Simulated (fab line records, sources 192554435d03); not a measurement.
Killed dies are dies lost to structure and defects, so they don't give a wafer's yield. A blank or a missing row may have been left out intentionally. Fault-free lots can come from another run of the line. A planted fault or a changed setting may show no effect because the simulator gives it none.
Split-lot study :: flow n5-finfet :: 21 wafers read across 7 lots, on a route 1938 steps long

## ABOUT THE SPLIT
At N5_MOL_CONTACT_COAG_ETCH_15 (etches SiNx in CH3F/O2, stops on Si:P, target depth 7 nm), the setting source-w was moved away from the recipe's 395 W on 6 of the 21 wafers read, by -13.6% to +14.2%. The other wafers ran this setting at the recipe's value.

The reading comes from the split's own step.

## THE READING
rf-vpp-V, in V, at N5_MOL_CONTACT_COAG_ETCH_15 (etches SiNx in CH3F/O2, stops on Si:P, target depth 7 nm). Fault-free wafers of this fab line usually give 301 V, standard deviation 4.8 V.

wafer: L079.4
tool, chamber at the split: rie-diel-01, 2
source-w as run, W: 395
against the recipe: recipe
rf-vpp-V, V: 305
against lot-mates on the recipe: -

wafer: L079.5
tool, chamber at the split: rie-diel-01, 3
source-w as run, W: 395
against the recipe: recipe
rf-vpp-V, V: 300
against lot-mates on the recipe: -

wafer: L079.6
tool, chamber at the split: rie-diel-01, 2
source-w as run, W: 395
against the recipe: recipe
rf-vpp-V, V: 304
against lot-mates on the recipe: -

wafer: L080.3
tool, chamber at the split: rie-diel-05, 0
source-w as run, W: 350.7
against the recipe: -11.2%
rf-vpp-V, V: 316
against lot-mates on the recipe: +14

wafer: L080.4
tool, chamber at the split: rie-diel-05, 1
source-w as run, W: 395
against the recipe: recipe
rf-vpp-V, V: 302
against lot-mates on the recipe: -

wafer: L080.5
tool, chamber at the split: rie-diel-05, 0
source-w as run, W: 350.7
against the recipe: -11.2%
rf-vpp-V, V: 316
against lot-mates on the recipe: +14

wafer: L081.1
tool, chamber at the split: rie-diel-04, 1
source-w as run, W: 395
against the recipe: recipe
rf-vpp-V, V: 294
against lot-mates on the recipe: -

wafer: L081.2
tool, chamber at the split: rie-diel-04, 0
source-w as run, W: 395
against the recipe: recipe
rf-vpp-V, V: 300
against lot-mates on the recipe: -

wafer: L081.4
tool, chamber at the split: rie-diel-04, 3
source-w as run, W: 395
against the recipe: recipe
rf-vpp-V, V: 302
against lot-mates on the recipe: -

wafer: L084.2
tool, chamber at the split: rie-diel-04, 0
source-w as run, W: 395
against the recipe: recipe
rf-vpp-V, V: 301
against lot-mates on the recipe: -

wafer: L084.3
tool, chamber at the split: rie-diel-04, 3
source-w as run, W: 395
against the recipe: recipe
rf-vpp-V, V: 304
against lot-mates on the recipe: -

wafer: L084.5
tool, chamber at the split: rie-diel-04, 3
source-w as run, W: 451.2
against the recipe: +14.2%
rf-vpp-V, V: 285
against lot-mates on the recipe: -18

wafer: L085.2
tool, chamber at the split: rie-diel-04, 3
source-w as run, W: 395
against the recipe: recipe
rf-vpp-V, V: 303
against lot-mates on the recipe: -

wafer: L085.5
tool, chamber at the split: rie-diel-04, 2
source-w as run, W: 395
against the recipe: recipe
rf-vpp-V, V: 299
against lot-mates on the recipe: -

wafer: L085.6
tool, chamber at the split: rie-diel-04, 0
source-w as run, W: 395
against the recipe: recipe
rf-vpp-V, V: 300
against lot-mates on the recipe: -

wafer: L090.1
tool, chamber at the split: rie-diel-05, 1
source-w as run, W: 395
against the recipe: recipe
rf-vpp-V, V: 302
against lot-mates on the recipe: -

wafer: L090.2
tool, chamber at the split: rie-diel-05, 3
source-w as run, W: 443.6
against the recipe: +12.3%
rf-vpp-V, V: 279
against lot-mates on the recipe: -22

wafer: L090.5
tool, chamber at the split: rie-diel-05, 0
source-w as run, W: 395
against the recipe: recipe
rf-vpp-V, V: 300
against lot-mates on the recipe: -

wafer: L092.1
tool, chamber at the split: rie-diel-04, 0
source-w as run, W: 395
against the recipe: recipe
rf-vpp-V, V: 300
against lot-mates on the recipe: -

wafer: L092.3
tool, chamber at the split: rie-diel-04, 1
source-w as run, W: 341.1
against the recipe: -13.6%
rf-vpp-V, V: 314
against lot-mates on the recipe: +14

wafer: L092.5
tool, chamber at the split: rie-diel-04, 0
source-w as run, W: 341.1
against the recipe: -13.6%
rf-vpp-V, V: 320
against lot-mates on the recipe: +20

THE FIT
A straight line over all 21 wafers: rf-vpp-V changes by -1.31 V for each +1% of source-w; r = -0.95; the points scatter about the line by 2.9 V.
The same after taking each lot's own level away (the mean of its wafers on the recipe; 21 wafers): -1.34 V for each +1%; r = -0.97; scatter 2.5 V.
That fit puts the effect of the largest move of source-w on the reading at 19 V.
From 298.7 to 303.0 V: that is the span of the lots' own levels, equal to 0.9 times the standard deviation above.
The two slopes agree, so the slope changes little with the lot-to-lot level.
Check: with one of the wafers moved furthest among these (+14.2%) left out of the fit, the line predicts -20.2 V for it against its lot-mates. It came out at -17.5 V against them.
Tool readings at the split's step, against how far the setting was moved: rf-vpp-V r = -0.95.

## OTHER SPLITS APPLIED TO THESE WAFERS
Other splits were also applied to these wafers ahead of the reading. Each is held against what the fit with the lots' levels taken away leaves over:
other split on the same wafers: N5_HKMG_FIN_ETCH_54 source-w
wafers away from the commonest value: 7
r with rf-vpp-V (lot level and that fit taken away): -0.18

other split on the same wafers: N5_GATE_CUT_COAT_27 spin-rpm
wafers away from the commonest value: 10
r with rf-vpp-V (lot level and that fit taken away): -0.27

other split on the same wafers: N5_GATE_CUT_DESCUM_18 time-s
wafers away from the commonest value: 6
r with rf-vpp-V (lot level and that fit taken away): +0.14

## FILE'S OWN FIT
rf-vpp-V changes by -1.34 V for each +1% of source-w, r = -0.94.
